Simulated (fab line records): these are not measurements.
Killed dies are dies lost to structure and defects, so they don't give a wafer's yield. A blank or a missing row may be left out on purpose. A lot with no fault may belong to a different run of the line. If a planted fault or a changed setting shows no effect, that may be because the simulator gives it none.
Chamber matching :: flow n5-finfet :: 3 sister chambers for N5_PASSIVATION_PECVD_00 on pecvd-02
The step deposits SiO2 from SiH4/N2O, target thk 200 nm, time 11.2 s. 6 wafers are shown with their chamber, then 7 later ones without.

WAFERS, EACH WITH ITS CHAMBER
wafer: L082.6
chamber: 0
showerhead-plenum-p-Torr (Torr): 8.01
heater-power-w (W): 708

wafer: L090.2
chamber: 2
showerhead-plenum-p-Torr (Torr): 8.17
heater-power-w (W): 914

wafer: L090.4
chamber: 2
showerhead-plenum-p-Torr (Torr): 8.16
heater-power-w (W): 924

wafer: L090.5
chamber: 0
showerhead-plenum-p-Torr (Torr): 8.04
heater-power-w (W): 638

wafer: L093.3
chamber: 1
showerhead-plenum-p-Torr (Torr): 7.96
heater-power-w (W): 725

wafer: L093.5
chamber: 1
showerhead-plenum-p-Torr (Torr): 7.96
heater-power-w (W): 583

WAFERS WITHOUT THEIR CHAMBER
wafer: L093.6
showerhead-plenum-p-Torr (Torr): 8.05
heater-power-w (W): 587

wafer: L096.1
showerhead-plenum-p-Torr (Torr): 8.18
heater-power-w (W): 809

wafer: L096.3
showerhead-plenum-p-Torr (Torr): 8.04
heater-power-w (W): 562

wafer: L096.6
showerhead-plenum-p-Torr (Torr): 8.04
heater-power-w (W): 568

wafer: L079.1
showerhead-plenum-p-Torr (Torr): 8.05
heater-power-w (W): 679

wafer: L079.2
showerhead-plenum-p-Torr (Torr): 7.96
heater-power-w (W): 679

wafer: L079.6
showerhead-plenum-p-Torr (Torr): 8.17
heater-power-w (W): 948

THE CHAMBER EACH PASSED THROUGH
wafer: L093.6
from the rows above: 0
in truth: 0

wafer: L096.1
from the rows above: 2
in truth: 2

wafer: L096.3
from the rows above: 0
in truth: 0

wafer: L096.6
from the rows above: 0
in truth: 0

wafer: L079.1
from the rows above: 0
in truth: 0

wafer: L079.2
from the rows above: 1
in truth: 1

wafer: L079.6
from the rows above: 2
in truth: 2
Correctly placed: 7 of 7. From these rows, 0 cannot be placed. Wrongly placed: 0.
How it was worked out, from the rows above alone: a wafer's distance from a chamber is the root of the sum, over the readings, of the square of ((its reading less the chamber's mean) divided by the reading's scatter). If the next closest chamber is less than 2 further off than the closest, the wafer can't be placed; otherwise it belongs to the closest. Each chamber's mean is taken over the wafers shown for it. The scatter is the square root of a quotient: the sum, over the shown wafers, of each reading's squared deviation from its chamber's mean, divided by wafers minus chambers.
